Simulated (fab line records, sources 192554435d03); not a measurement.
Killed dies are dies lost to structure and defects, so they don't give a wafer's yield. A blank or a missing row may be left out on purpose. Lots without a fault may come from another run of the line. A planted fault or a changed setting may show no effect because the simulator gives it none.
fab line records | flow n5_finfet
record lots=5 wafers=15 last_day=17
route steps=1938 shown FIN_SAQP@141 FIN_CUT@154
lots that met no fault: from a run of the same line without faults
start_h: hours from the record's first day to the start of the lot's first wafer shown | wait_h: hours since the lot's step before | " the same as in the row above | L1.1+2: a row that stands for several wafers | - no value, or no start given | * or withheld: withheld | < > ~ a bound
route shown NAME@n: a module of which the file shows steps, and the number in the route of the first | usual: mean/standard deviation of fault-free wafers | same: alike in all rows | chamber/n: place in a boat | sites: the reading at each site | _std_site: their standard deviation | _edge_site: outer sites' mean less inner sites' | radius_mm: how far each site lies from the wafer's centre | mask NAME#n: copy n | behind: the tool/chamber that last shaped the wafer | hold: why the lot was held/for how many hours/how that ended | device: the transistor (n, p or np) that didn't switch | end of line: the same wafers' tests at the end of the route | a step without rows: its recipe alone | killed: dies lost to structure and defects at the first sort, not the wafer's yield | map: a wafer's dies, x killed, . not, _ none there
set.NAME: the setting as run; set.NAME@STEP: as run at that earlier step | model.NAME: the simulator's own value behind a step, which no gauge read
lots at some steps of the route; a table a step, a row a wafer
services: from which hour (start_h, from the record's first day; less than 0 if before it) a tool's chamber was out of use, for how many hours, and why
## steps
# step N5_FIN_SAQP_CD_MEAS_31
# recipe target_cd_nm=8 landing_energy_ev=1000 detector=se_inlens polarity=line
# usual cd_nm=8.11/0.23
# columns lot.wafer tool chamber start_h wait_h cd_nm
L082.1 cd_sem-03 0 77.25 0.1 7.99
L082.3 " 0 " " 8.17
L082.5 " 0 " " 8.00
L090.1 cd_sem-01 0 124.78 0.1 8.00
L090.2 " 0 " " 8.26
L090.5 " 0 " " 8.38
L091.2 cd_sem-02 0 129.40 0.1 8.02
L091.5 " 0 " " 8.00
L091.6 " 0 " " 7.74
L093.1 cd_sem-03 0 139.86 0.1 8.21
L093.3 " 0 " " 8.12
L093.4 " 0 " " 8.81
L095.2 cd_sem-02 0 152.69 0.1 8.27
L095.5 " 0 " " 8.38
L095.6 " 0 " " 8.43
# step N5_FIN_SAQP_HM_OPEN_33
# recipe chemistry=CH3F/O2 target=SiNx mask_material=SiO2 target_depth_a=494 time_s=70.6 pressure_mtorr=30 source_w=395 bias_w=73 Ar_flow_sccm=150 CH3F_flow_sccm=30 O2_flow_sccm=20 ion_energy_ev=120 ends=cleared
# usual O2_flow_sccm=20.00/0.064 bias_w=72.99/0.21 drypump_motor_current_A=5.7/0.47 etch_rf_on_time_s=69.5/1.4 oes_product_au=0.67/0.079 rf_vpp_V=296/4.7 showerhead_plenum_p_Torr=2.03/0.057 throttle_valve_pct=16.42/0.23
# columns lot.wafer tool chamber start_h wait_h O2_flow_sccm bias_w drypump_motor_current_A etch_rf_on_time_s oes_product_au rf_hours_counter_h rf_vpp_V showerhead_plenum_p_Torr throttle_valve_pct
L082.1 rie_diel-01 3 77.30 0.0 19.93 72.92 5.4 69.4 0.62 188 296 1.99 16.47
L082.3 " 2 " " 20.04 72.72 5.3 70.2 0.62 201 289 1.99 16.55
L082.5 " 3 " " 19.98 72.96 5.5 70.4 0.62 - 294 1.99 16.45
L090.1 rie_diel-03 1 124.83 0.0 20.09 72.86 6.0 69.2 0.78 19 293 1.97 16.29
L090.2 " 3 " " 20.10 72.97 5.8 69.1 0.62 243 290 1.96 16.29
L090.5 " 1 " " 19.98 72.83 6.0 69.1 0.78 - 294 1.97 16.30
L091.2 rie_diel-03 3 129.55 0.1 19.97 73.07 5.7 69.2 0.61 246 290 1.96 16.30
L091.5 " 1 " " 19.94 72.64 6.0 69.8 0.77 - 292 1.97 16.30
L091.6 " 2 " " 19.96 73.40 5.3 71.7 0.81 - 293 2.05 16.24
L093.1 rie_diel-01 3 139.91 0.0 19.99 72.86 5.5 68.9 0.61 208 295 1.98 16.49
L093.3 " 1 " " 19.94 72.89 6.4 67.8 0.76 54 300 2.03 15.96
L093.4 " 2 " " 20.05 73.15 5.3 69.4 0.61 223 290 1.98 16.60
L095.2 rie_diel-01 2 152.74 0.0 20.17 73.01 5.3 69.1 0.60 227 289 1.98 16.61
L095.5 " 2 " " 20.10 73.06 5.3 69.4 0.61 - 288 1.98 16.60
L095.6 " 1 " " 19.94 72.53 6.4 68.5 0.75 - 301 2.03 15.99
# step N5_FIN_SAQP_ETCH_34
# recipe chemistry=C4F6/O2 target=SiO2 target_depth_a=450 time_s=15 ion_energy_ev=250 pressure_mtorr=30 source_w=345 bias_w=185 Ar_flow_sccm=300 C4F6_flow_sccm=10 O2_flow_sccm=10 ends=cleared
# usual O2_flow_sccm=9.996/0.027 bias_w=185.0/0.5 drypump_motor_current_A=5.8/0.47 etch_rf_on_time_s=14.99/0.26 oes_product_au=0.67/0.078 rf_vpp_V=661/11 showerhead_plenum_p_Torr=2.89/0.079 throttle_valve_pct=21.15/0.22
# columns lot.wafer tool chamber start_h wait_h O2_flow_sccm bias_w drypump_motor_current_A etch_rf_on_time_s oes_product_au rf_hours_counter_h rf_vpp_V showerhead_plenum_p_Torr throttle_valve_pct
L082.1 rie_diel-01 3 77.37 0.0 9.993 184.1 5.5 14.63 0.63 188 662 2.83 21.18
L082.3 " 2 " " 9.988 184.6 5.3 14.78 0.63 201 645 2.83 21.25
L082.5 " 3 " " 9.964 185.7 5.5 14.75 0.63 - 661 2.83 21.19
L090.1 rie_diel-03 1 124.90 0.0 9.990 184.0 6.0 15.08 0.77 19 657 2.82 21.16
L090.2 " 3 " " 10.057 184.8 5.8 14.81 0.61 243 649 2.79 20.95
L090.5 " 1 " " 10.018 184.1 6.0 15.04 0.77 - 657 2.82 21.18
L091.2 rie_diel-03 3 129.62 0.0 9.971 185.0 5.7 14.92 0.61 246 647 2.79 20.93
L091.5 " 1 " " 10.017 185.1 6.1 15.05 0.78 - 655 2.82 21.17
L091.6 " 2 " " 10.004 184.9 5.4 15.40 0.80 - 659 2.91 21.05
L093.1 rie_diel-01 3 139.98 0.0 9.933 185.1 5.4 14.90 0.61 208 659 2.82 21.20
L093.3 " 1 " " 9.972 184.7 6.4 14.78 0.76 54 669 2.89 20.72
L093.4 " 2 " " 9.982 185.7 5.3 14.99 0.60 223 645 2.82 21.29
L095.2 rie_diel-01 2 152.81 0.0 9.957 186.3 5.3 15.07 0.60 227 645 2.82 21.28
L095.5 " 2 " " 10.019 185.0 5.3 14.97 0.60 - 645 2.82 21.29
L095.6 " 1 " " 10.041 184.9 6.5 14.87 0.75 - 670 2.89 20.73
# step N5_FIN_SAQP_STRIP_77
# recipe chemistry=N2/H2 time_s=90 power_w=100 temp_c=40 pressure_mtorr=100 rf_frequency_hz=6e+07 bias_power_w=3 n2_flow_sccm=300 h2_flow_sccm=300
# usual drypump_motor_current_A=5.8/0.47 h2_flow_sccm=299.8/0.82 n2_flow_sccm=300.0/0.91 oes_product_au=0.78/0.092 rf_vpp_V=45.4/0.83 showerhead_plenum_p_Torr=3.42/0.091 throttle_valve_pct=12.3/0.31
# columns lot.wafer tool chamber start_h wait_h drypump_motor_current_A h2_flow_sccm n2_flow_sccm oes_product_au rf_hours_counter_h rf_vpp_V showerhead_plenum_p_Torr throttle_valve_pct
L082.1 rie_diel-01 3 77.39 0.0 5.5 299.2 300.9 0.73 188 46.0 3.36 12.4
L082.3 " 2 " " 5.3 300.5 300.0 0.72 201 44.6 3.35 12.4
L082.5 " 3 " " 5.5 298.1 299.9 0.73 - 45.6 3.36 12.5
L090.1 rie_diel-03 1 124.92 0.0 6.0 298.9 299.1 0.90 19 44.4 3.31 12.0
L090.2 " 3 " " 5.8 300.4 300.4 0.71 243 45.6 3.32 12.4
L090.5 " 1 " " 6.0 299.9 300.4 0.90 - 44.5 3.31 12.0
L091.2 rie_diel-03 3 129.64 0.0 5.8 300.8 301.5 0.69 246 45.7 3.32 12.4
L091.5 " 1 " " 6.0 299.6 300.0 0.90 - 44.8 3.31 12.0
L091.6 " 2 " " 5.3 299.1 299.3 0.96 - 46.3 3.46 12.1
L093.1 rie_diel-01 3 140.00 0.0 5.5 299.3 301.3 0.71 208 46.5 3.35 12.5
L093.3 " 1 " " 6.4 299.9 299.8 0.88 54 47.3 3.41 11.8
L093.4 " 2 " " 5.3 298.6 299.3 0.71 223 45.2 3.34 12.5
L095.2 rie_diel-01 2 152.83 0.0 5.3 297.9 299.6 0.71 227 44.6 3.34 12.5
L095.5 " 2 " " 5.3 300.2 299.4 0.71 - 45.6 3.34 12.5
L095.6 " 1 " " 6.4 299.9 299.6 0.86 - 44.6 3.41 11.7
# step N5_FIN_SAQP_HM_CD_35
# recipe target_cd_nm=8 polarity=line
# usual cd_nm=8.10/0.24
# columns lot.wafer tool chamber start_h wait_h cd_nm
L082.1 cd_sem-02 - 77.52 0.1 7.84
L082.3 " - " " 8.42
L082.5 " - " " 7.94
L090.1 cd_sem-01 - 125.05 0.1 8.25
L090.2 " - " " 8.28
L090.5 " - " " 8.69
L091.2 cd_sem-01 - 129.77 0.1 8.38
L091.5 " - " " 8.04
L091.6 " - " " 8.01
L093.1 cd_sem-01 - 140.13 0.1 8.08
L093.3 " - " " 7.94
L093.4 " - " " 8.46
L095.2 cd_sem-01 - 152.96 0.1 7.93
L095.5 " - " " 8.18
L095.6 " - " " 7.91
# step N5_FIN_SAQP_ETCH_64
# recipe chemistry=CF4 target=SiO2 target_depth_a=15 ion_energy_ev=350 pressure_mtorr=10 icp_w=800 bias_w=400 cf4_flow_sccm=80
# usual bias_w=400.0/1.2 drypump_motor_current_A=5.5/0.6 oes_product_au=1.005/0.021 throttle_valve_pct=21.85/0.26
# columns lot.wafer tool chamber start_h wait_h bias_w drypump_motor_current_A oes_product_au rf_hours_counter_h throttle_valve_pct
L082.1 rie_si-02 1 77.57 0.0 400.8 5.1 1.039 26 22.04
L082.3 " 2 " " 398.7 6.4 1.026 60 21.62
L082.5 " 1 " " 401.1 5.1 1.022 - 22.05
L090.1 rie_si-04 2 125.10 0.0 399.6 6.0 0.984 8 21.38
L090.2 " 3 " " 400.8 4.8 0.998 27 22.06
L090.5 " 0 " " 398.7 6.4 0.983 - 21.68
L091.2 rie_si-02 3 129.82 0.0 399.1 6.0 1.026 8 22.07
L091.5 " 3 " " 399.5 6.0 1.020 - 22.07
L091.6 " 0 " " 399.9 4.9 0.973 - 22.06
L093.1 rie_si-05 1 140.17 0.0 399.7 4.9 1.000 44 22.11
L093.3 " 3 " " 400.7 5.6 1.007 90 22.12
L093.4 " 0 " " 400.6 4.9 0.999 - 21.50
L095.2 rie_si-02 2 153.00 0.0 399.3 6.4 1.041 61 21.61
L095.5 " 1 " " 400.1 5.1 1.025 - 22.04
L095.6 " 2 " " 400.8 6.4 1.033 - 21.61
# step N5_FIN_SAQP_FIN_ETCH_36
# recipe chemistry=HBr/Cl2/O2 target_depth_a=1200 mask_material=SiNx time_s=50.4 bias_w=102 pressure_mtorr=10 icp_w=800 HBr_flow_sccm=150 Cl2_flow_sccm=80 O2_flow_sccm=12
# usual O2_flow_sccm=12.00/0.04 bias_w=102.0/0.33 drypump_motor_current_A=5.5/0.6 oes_product_au=1.006/0.017 throttle_valve_pct=36.1/0.33
# columns lot.wafer tool chamber start_h wait_h O2_flow_sccm bias_w drypump_motor_current_A oes_product_au rf_hours_counter_h throttle_valve_pct
L082.1 rie_si-02 1 77.59 0.0 11.99 101.8 5.1 1.021 26 36.1
L082.3 " 2 " " 11.94 102.1 6.4 1.026 60 36.0
L082.5 " 1 " " 12.02 102.8 5.1 1.021 - 36.1
L090.1 rie_si-04 2 125.12 0.0 12.04 101.4 6.0 0.970 8 35.7
L090.2 " 3 " " 11.94 101.8 4.9 0.994 27 36.4
L090.5 " 0 " " 11.95 102.2 6.5 0.981 - 35.8
L091.2 rie_si-02 3 129.84 0.0 11.97 102.1 6.0 1.023 8 36.4
L091.5 " 3 " " 11.98 102.4 6.0 1.019 - 36.4
L091.6 " 0 " " 11.99 102.2 4.9 0.982 - 36.7
L093.1 rie_si-05 1 140.19 0.0 12.07 102.0 4.9 1.004 44 36.7
L093.3 " 3 " " 12.03 101.7 5.6 1.008 90 36.3
L093.4 " 0 " " 11.98 101.8 5.0 1.024 - 35.8
L095.2 rie_si-02 2 153.02 0.0 12.01 102.3 6.4 1.025 61 36.0
L095.5 " 1 " " 12.02 101.9 5.1 1.022 - 36.1
L095.6 " 2 " " 11.99 102.1 6.4 1.029 - 36.0
# step N5_FIN_SAQP_CD_MEAS_37
# recipe target_cd_nm=8 polarity=line
# usual cd_nm=8.10/0.25
# columns lot.wafer tool chamber start_h wait_h cd_nm
L082.1 cd_sem-03 - 77.71 0.1 8.05
L082.3 " - " " 8.05
L082.5 " - " " 8.26
L090.1 cd_sem-01 - 125.23 0.1 8.56
L090.2 " - " " 8.12
L090.5 " - " " 8.67
L091.2 cd_sem-03 - 129.96 0.1 8.46
L091.5 " - " " 8.26
L091.6 " - " " 8.20
L093.1 cd_sem-03 - 140.31 0.1 8.52
L093.3 " - " " 8.25
L093.4 " - " " 8.04
L095.2 cd_sem-01 - 153.15 0.1 8.36
L095.5 " - " " 8.31
L095.6 " - " " 8.63
# step N5_FIN_SAQP_PRECLEAN_38
# recipe chemistry=O3/DIW time_s=45 temp_c=22 o3_ppm=10
# columns lot.wafer tool chamber start_h wait_h
L082.1+3+5 wet_bench-01 5,7,4 77.75 0.0
L090.1+2+5 wet_bench-03 2,1,3 125.28 0.0
L091.2+5+6 wet_bench-01 0,1,7 130.00 0.0
L093.1+3+4 wet_bench-01 1,5,7 140.36 0.0
L095.2+5+6 wet_bench-01 7,5,6 153.18 0.0
# step N5_FIN_SAQP_PRECLEAN_45
# recipe chemistry=dHF time_s=10 dilution=500:1 temp_c=25
# columns lot.wafer tool chamber start_h wait_h
L082.1+3+5 wet_bench-01 5,7,4 77.77 0.0
L090.1+2+5 wet_bench-03 2,1,3 125.29 0.0
L091.2+5+6 wet_bench-01 0,1,7 130.01 0.0
L093.1+3+4 wet_bench-01 1,5,7 140.37 0.0
L095.2+5+6 wet_bench-01 7,5,6 153.20 0.0
# step N5_FIN_SAQP_SRD_39
# recipe dry=ipa_marangoni time_s=30 temp_c=23 rinse_liquid=diw
# columns lot.wafer tool chamber start_h wait_h
L082.1+3+5 wet_bench-01 5,7,4 77.77 0.0
L090.1+2+5 wet_bench-03 2,1,3 125.29 0.0
L091.2+5+6 wet_bench-01 0,1,7 130.02 0.0
L093.1+3+4 wet_bench-01 1,5,7 140.37 0.0
L095.2+5+6 wet_bench-01 7,5,6 153.20 0.0
# step N5_FIN_SAQP_OCD_MEAS_76
# usual trench_depth_nm=120.2/2.2
# columns lot.wafer tool chamber start_h wait_h trench_depth_nm
L082.1 ocd-01 - 77.82 0.0 122.7
L082.3 " - " " 123.4
L082.5 " - " " 122.1
L090.1 ocd-01 - 125.33 0.0 115.6
L090.2 " - " " 118.2
L090.5 " - " " 121.4
L091.2 ocd-01 - 130.06 0.0 120.8
L091.5 " - " " 121.1
L091.6 " - " " 118.3
L093.1 ocd-02 - 140.41 0.0 117.2
L093.3 " - " " 122.0
L093.4 " - " " 119.2
L095.2 ocd-01 - 153.24 0.0 122.8
L095.5 " - " " 121.6
L095.6 " - " " 123.7
# step N5_FIN_SAQP_INSPECT_40
# recipe inspect_instrument=brightfield mode=aei
# usual raw_defect_count=227/63
# columns lot.wafer tool chamber start_h wait_h raw_defect_count
L082.1 defect_inspect-01 - 77.85 0.0 201
L082.3 " - " " 97
L082.5 " - " " 232
L090.1 defect_inspect-02 - 125.37 0.0 186
L090.2 " - " " 144
L090.5 " - " " 184
L091.2 defect_inspect-02 - 130.09 0.0 285
L091.5 " - " " 209
L091.6 " - " " 343
L093.1 defect_inspect-01 - 140.44 0.0 171
L093.3 " - " " 195
L093.4 " - " " 191
L095.2 defect_inspect-02 - 153.27 0.0 208
L095.5 " - " " 295
L095.6 " - " " 255
# step N5_FIN_CUT_COAT_18
# recipe resist=SOC temp_c=250 time_s=60 spin_rpm=1500 resist_thk_nm=230
# same dispense_pressure_kPa=53
# columns lot.wafer tool chamber start_h wait_h
L082.1+3+5 litho_track-05 0 77.88 0.0
L090.1+2+5 litho_track-05 0 125.40 0.0
L091.2+5+6 litho_track-03 0 130.12 0.0
L093.1+3+4 litho_track-05 0 140.48 0.0
L095.2+5+6 litho_track-03 0 153.31 0.0
# step N5_FIN_CUT_COAT_19
# recipe resist=SiARC temp_c=220 time_s=60 spin_rpm=1500 resist_thk_nm=20
# usual dispense_pressure_kPa=50/3.5
# columns lot.wafer tool chamber start_h wait_h dispense_pressure_kPa
L082.1 litho_track-05 0 - - 53
L082.3 " 0 " " 53
L082.5 " 0 " " 53
L090.1 litho_track-05 0 - - 53
L090.2 " 0 " " 53
L090.5 " 0 " " 53
L091.2 litho_track-03 0 - - 53
L091.5 " 0 " " 53
L091.6 " 0 " " 53
L093.1 litho_track-05 0 - - 53
L093.3 " 0 " " 53
L093.4 " 0 " " 53
L095.2 litho_track-03 0 - - 54
L095.5 " 0 " " 53
L095.6 " 0 " " 53
# step N5_FIN_CUT_COAT_29
# recipe resist=underlayer temp_c=205 time_s=60 spin_rpm=1500 resist_thk_nm=10
# same dispense_pressure_kPa=53
# columns lot.wafer tool chamber start_h wait_h
L082.1+3+5 litho_track-05 0 - -
L090.1+2+5 litho_track-05 0 - -
L091.2+5+6 litho_track-03 0 - -
L093.1+3+4 litho_track-05 0 - -
L095.2+5+6 litho_track-03 0 - -
# step N5_FIN_CUT_COAT_02
# recipe resist=CAR-EUV spin_rpm=1500 resist_thk_nm=30
# same dispense_pressure_kPa=53
# columns lot.wafer tool chamber start_h wait_h
L082.1+3+5 litho_track-05 0 - -
L090.1+2+5 litho_track-05 0 - -
L091.2+5+6 litho_track-03 0 - -
L093.1+3+4 litho_track-05 0 - -
L095.2+5+6 litho_track-03 0 - -
# step N5_FIN_CUT_EBR_04
# recipe solvent=PGMEA ebr_width_mm=1.5
# columns lot.wafer tool chamber start_h wait_h
L082.1+3+5 litho_track-05 0 - -
L090.1+2+5 litho_track-05 0 - -
L091.2+5+6 litho_track-03 0 - -
L093.1+3+4 litho_track-05 0 - -
L095.2+5+6 litho_track-03 0 - -
# step N5_FIN_CUT_SOFTBAKE_03
# recipe temp_c=110 time_s=60 resist=CAR-EUV
# columns lot.wafer tool chamber start_h wait_h
L082.1+3+5 litho_track-05 0 - -
L090.1+2+5 litho_track-05 0 - -
L091.2+5+6 litho_track-03 0 - -
L093.1+3+4 litho_track-05 0 - -
L095.2+5+6 litho_track-03 0 - -
# step N5_FIN_CUT_EXPOSE_05
# recipe mask_id=FIN_CUT na=0.33 source_shape=annular sigma_inner=0.35 sigma_outer=0.8 polarization=unpolarized dose_mj=45.75
# usual reticle_temp_C=23.03/0.11 stage_msd_nm=0.928/0.017
# columns lot.wafer tool chamber start_h wait_h mask reticle_temp_C stage_msd_nm
L082.1 euv_scanner-01 0 78.02 - FIN_CUT#0 22.99 0.955
L082.3 " 0 " " FIN_CUT#0 22.99 0.952
L082.5 " 0 " " FIN_CUT#0 22.95 0.953
L090.1 euv_scanner-02 0 125.54 - FIN_CUT#0 22.96 0.923
L090.2 " 0 " " FIN_CUT#0 22.92 0.922
L090.5 " 0 " " FIN_CUT#0 22.73 0.920
L091.2 euv_scanner-02 0 130.26 - FIN_CUT#0 23.23 0.919
L091.5 " 0 " " FIN_CUT#0 23.16 0.921
L091.6 " 0 " " FIN_CUT#0 23.32 0.919
L093.1 euv_scanner-02 0 140.61 - FIN_CUT#0 23.11 0.916
L093.3 " 0 " " FIN_CUT#0 23.09 0.915
L093.4 " 0 " " FIN_CUT#0 23.00 0.916
L095.2 euv_scanner-02 0 153.45 - FIN_CUT#0 23.12 0.911
L095.5 " 0 " " FIN_CUT#0 23.08 0.912
L095.6 " 0 " " FIN_CUT#0 23.09 0.912
# step N5_FIN_CUT_PEB_06
# recipe peb_temp_c=100 peb_time_s=60 resist=CAR-EUV
# columns lot.wafer tool chamber start_h wait_h
L082.1+3+5 litho_track-01 0 78.08 0.1
L090.1+2+5 litho_track-03 0 125.61 0.1
L091.2+5+6 litho_track-01 0 130.32 0.1
L093.1+3+4 litho_track-05 0 140.68 0.1
L095.2+5+6 litho_track-05 0 153.51 0.1
# step N5_FIN_CUT_DEVELOP_07
# recipe develop_time_s=30 developer=TMAH resist=CAR-EUV rinse_liquid=surfactant_rinse dry=air_spin dev_temp_c=23
# columns lot.wafer tool chamber start_h wait_h
L082.1+3+5 litho_track-01 0 - -
L090.1+2+5 litho_track-03 0 - -
L091.2+5+6 litho_track-01 0 - -
L093.1+3+4 litho_track-05 0 - -
L095.2+5+6 litho_track-05 0 - -
# step N5_FIN_CUT_CD_MEAS_08
# recipe target_cd_nm=29.1 landing_energy_ev=500 detector=se_inlens polarity=opening
# usual cd_nm=29.15/0.24
# columns lot.wafer tool chamber start_h wait_h cd_nm
L082.1 cd_sem-03 0 78.15 - 29.18
L082.3 " 0 " " 29.26
L082.5 " 0 " " 29.34
L090.1 cd_sem-02 0 125.68 - 29.45
L090.2 " 0 " " 28.88
L090.5 " 0 " " 29.19
L091.2 cd_sem-01 0 130.39 - 28.84
L091.5 " 0 " " 28.88
L091.6 " 0 " " 28.87
L093.1 cd_sem-03 0 140.75 - 29.03
L093.3 " 0 " " 29.00
L093.4 " 0 " " 29.04
L095.2 cd_sem-03 0 153.58 - 29.38
L095.5 " 0 " " 29.48
L095.6 " 0 " " 28.95
# step N5_FIN_CUT_OVL_MEAS_09
# recipe points_per_wafer=522
# usual FIN_CUT_OVL=0.0/0.75
# columns lot.wafer tool chamber start_h wait_h FIN_CUT_OVL[nm]
L082.1 overlay-01 0 78.18 0.0 0.2
L082.3 " 0 " " -0.3
L082.5 " 0 " " -1.3
L090.1 overlay-02 0 125.71 0.0 0.5
L090.2 " 0 " " -0.2
L090.5 " 0 " " -0.5
L091.2 overlay-01 0 130.43 0.0 1.7
L091.5 " 0 " " -0.4
L091.6 " 0 " " 0.6
L093.1 overlay-02 0 140.78 0.0 0.1
L093.3 " 0 " " 0.1
L093.4 " 0 " " 0.8
L095.2 overlay-02 0 153.61 0.0 0.4
L095.5 " 0 " " -0.3
L095.6 " 0 " " 0.3
# step N5_FIN_CUT_INSPECT_10
# recipe mode=adi inspect_instrument=brightfield
# usual raw_defect_count=41/11
# columns lot.wafer tool chamber start_h wait_h raw_defect_count
L082.1 defect_inspect-02 - 78.24 0.1 32
L082.3 " - " " 19
L082.5 " - " " 46
L090.1 defect_inspect-02 - 125.77 0.1 42
L090.2 " - " " 24
L090.5 " - " " 46
L091.2 defect_inspect-01 - 130.48 0.0 38
L091.5 " - " " 37
L091.6 " - " " 46
L093.1 defect_inspect-01 - 140.84 0.1 26
L093.3 " - " " 50
L093.4 " - " " 40
L095.2 defect_inspect-02 - 153.67 0.0 40
L095.5 " - " " 67
L095.6 " - " " 48
# step N5_FIN_CUT_DESCUM_13
# recipe chemistry=O2 time_s=7 source_power_w=50 bias_power_w=20 pressure_mtorr=20 rf_frequency_hz=2.712e+07 temp_c=40 resist=CAR-EUV o2_flow_sccm=225
# usual drypump_motor_current_A=5.9/0.58 oes_product_au=0.76/0.079 rf_vpp_V=242.9/1.4 showerhead_plenum_p_Torr=2.07/0.067 throttle_valve_pct=20.46/0.16
# columns lot.wafer tool chamber start_h wait_h drypump_motor_current_A oes_product_au rf_hours_counter_h rf_vpp_V showerhead_plenum_p_Torr throttle_valve_pct
L082.1 rie_diel-02 3 78.78 0.5 6.5 0.81 120 243.5 2.10 20.43
L082.3 " 2 " " 6.8 0.89 38 244.1 2.12 20.62
L082.5 " 0 " " 5.1 0.71 - 241.4 1.97 20.44
L090.1 rie_diel-04 1 125.91 0.1 5.3 0.69 227 244.6 2.14 20.21
L090.2 " 2 " " 5.7 0.70 219 242.6 2.16 20.45
L090.5 " 1 " " 5.3 0.69 - 243.5 2.14 20.22
L091.2 rie_diel-04 0 130.52 0.0 5.4 0.67 231 242.9 2.14 20.81
L091.5 " 3 " " 5.5 0.68 - 242.3 2.00 20.47
L091.6 " 0 " " 5.4 0.67 - 245.1 2.14 20.82
L093.1 rie_diel-02 1 140.87 0.0 6.2 0.70 244 241.9 2.05 20.61
L093.3 " 2 " " 6.7 0.85 55 244.1 2.12 20.64
L093.4 " 3 " " 6.5 0.78 138 242.9 2.09 20.45
L095.2 rie_diel-05 2 153.70 0.0 6.5 0.92 26 240.7 2.06 20.43
L095.5 " 1 " " 5.6 0.77 - 241.3 2.02 20.34
L095.6 " 2 " " 6.4 0.92 - 242.2 2.06 20.40
# step N5_FIN_CUT_ETCH_30
# recipe chemistry=N2/H2 target=underlayer target_depth_a=130 mask_material=CAR-EUV time_s=10.4 ion_energy_ev=200 pressure_mtorr=30 source_w=840 bias_w=150 n2_flow_sccm=200 h2_flow_sccm=200 ends=cleared
# usual bias_w=149.9/0.42 drypump_motor_current_A=5.9/0.57 etch_rf_on_time_s=10.49/0.29 h2_flow_sccm=199.9/0.62 n2_flow_sccm=200.0/0.65 oes_product_au=0.65/0.064 rf_vpp_V=523.4/2.5 showerhead_plenum_p_Torr=2.52/0.086 throttle_valve_pct=17.93/0.23
# columns lot.wafer tool chamber start_h wait_h bias_w drypump_motor_current_A etch_rf_on_time_s h2_flow_sccm n2_flow_sccm oes_product_au rf_hours_counter_h rf_vpp_V showerhead_plenum_p_Torr throttle_valve_pct
L082.1 rie_diel-02 3 78.81 0.0 150.3 6.5 10.93 199.7 198.6 0.67 120 524.0 2.56 17.84
L082.3 " 2 " " 150.1 6.8 10.74 199.8 199.7 0.74 38 525.3 2.59 18.02
L082.5 " 0 " " 149.1 5.0 10.03 201.2 200.2 0.61 - 520.0 2.40 17.91
L090.1 rie_diel-04 1 125.94 0.0 149.9 5.3 10.55 198.9 200.2 0.59 227 524.9 2.63 17.92
L090.2 " 2 " " 150.4 5.7 10.14 199.2 200.2 0.61 219 525.1 2.62 17.78
L090.5 " 1 " " 150.5 5.4 10.62 199.8 200.3 0.59 - 526.3 2.63 17.94
L091.2 rie_diel-04 0 130.55 0.0 150.3 5.4 10.25 199.7 200.7 0.58 231 526.1 2.61 18.34
L091.5 " 3 " " 150.4 5.5 10.55 199.9 200.9 0.58 - 520.1 2.38 17.61
L091.6 " 0 " " 150.3 5.4 10.29 200.4 199.3 0.58 - 525.8 2.61 18.36
L093.1 rie_diel-02 1 140.90 0.0 150.0 6.2 10.91 200.5 200.3 0.57 244 522.6 2.50 18.30
L093.3 " 2 " " 149.8 6.7 10.89 199.5 199.1 0.71 55 524.7 2.58 18.05
L093.4 " 3 " " 149.4 6.5 10.91 200.2 200.1 0.65 138 525.4 2.55 17.88
L095.2 rie_diel-05 2 153.73 0.0 150.2 6.4 10.49 199.9 198.9 0.79 26 521.5 2.49 17.66
L095.5 " 1 " " 149.9 5.6 10.31 199.9 199.4 0.67 - 521.2 2.45 17.71
L095.6 " 2 " " 149.9 6.5 10.45 200.0 199.1 0.78 - 521.8 2.49 17.67
# step N5_FIN_CUT_ETCH_20
# recipe chemistry=CF4 target=SiARC target_depth_a=260 mask_material=CAR-EUV time_s=43.3 ion_energy_ev=80 pressure_mtorr=40 source_w=545 bias_w=36 Ar_flow_sccm=100 cf4_flow_sccm=100 ends=cleared
# usual bias_w=36.00/0.11 drypump_motor_current_A=5.9/0.58 etch_rf_on_time_s=43.7/1.1 oes_product_au=0.64/0.065 rf_vpp_V=183.8/1.1 showerhead_plenum_p_Torr=2.13/0.067 throttle_valve_pct=15.69/0.19
# columns lot.wafer tool chamber start_h wait_h bias_w drypump_motor_current_A etch_rf_on_time_s oes_product_au rf_hours_counter_h rf_vpp_V showerhead_plenum_p_Torr throttle_valve_pct
L082.1 rie_diel-02 3 78.83 0.0 35.95 6.5 45.1 0.67 120 183.3 2.15 15.64
L082.3 " 2 " " 35.98 6.7 44.3 0.73 38 183.8 2.18 15.81
L082.5 " 0 " " 36.06 5.0 41.9 0.62 - 183.7 2.03 15.71
L090.1 rie_diel-04 1 125.96 0.0 36.02 5.3 44.6 0.58 227 183.6 2.21 15.59
L090.2 " 2 " " 35.98 5.7 42.7 0.61 219 183.1 2.21 15.64
L090.5 " 1 " " 36.07 5.3 44.5 0.58 - 186.0 2.21 15.61
L091.2 rie_diel-04 0 130.57 0.0 35.98 5.4 43.6 0.57 231 186.2 2.19 16.07
L091.5 " 3 " " 35.90 5.4 43.7 0.58 - 181.9 2.03 15.59
L091.6 " 0 " " 36.06 5.4 43.2 0.57 - 183.7 2.19 16.05
L093.1 rie_diel-02 1 140.92 0.0 36.15 6.2 44.8 0.58 244 183.1 2.12 15.96
L093.3 " 2 " " 36.16 6.7 44.0 0.72 55 184.2 2.18 15.84
L093.4 " 3 " " 36.20 6.5 44.3 0.66 138 184.0 2.14 15.67
L095.2 rie_diel-05 2 153.75 0.0 36.07 6.4 43.5 0.79 26 184.0 2.11 15.55
L095.5 " 1 " " 36.05 5.6 42.8 0.66 - 185.1 2.07 15.48
L095.6 " 2 " " 36.19 6.5 43.6 0.78 - 183.1 2.11 15.53
## services
# columns tool chamber start_h hours kind
rie_diel-05 1 55.66 1.7 repair
rie_diel-03 1 57.16 - clean
rie_diel-03 1 57.16 - consumable_replace:focus_ring
rie_diel-03 1 57.16 23.2 scheduled_down
rie_diel-03 1 57.16 23.2 vent_cycle
euv_scanner-02 - 61.56 6.2 pm
euv_scanner-02 - 75.03 4.6 pm
litho_track-03 - 76.93 - consumable_replace:filter
rie_diel-05 - 77.98 2.8 pm
rie_diel-01 3 80.46 4.2 repair
euv_scanner-01 - 81.60 1.0 pm
rie_diel-02 2 84.27 3.8 repair
rie_si-05 1 85.21 22.8 repair
rie_diel-03 2 91.31 7.1 repair
rie_diel-03 2 98.71 - clean
rie_diel-03 2 98.71 - consumable_replace:focus_ring
rie_diel-03 2 98.71 21.3 scheduled_down
rie_diel-03 2 98.71 21.3 vent_cycle
rie_diel-03 - 111.30 2.4 repair
rie_si-05 2 131.94 12.4 repair
euv_scanner-02 - 133.43 1.0 pm
euv_scanner-01 - 137.38 4.6 pm
rie_diel-04 1 142.41 4.1 repair
rie_diel-05 0 149.93 9.9 repair
## key
fault none
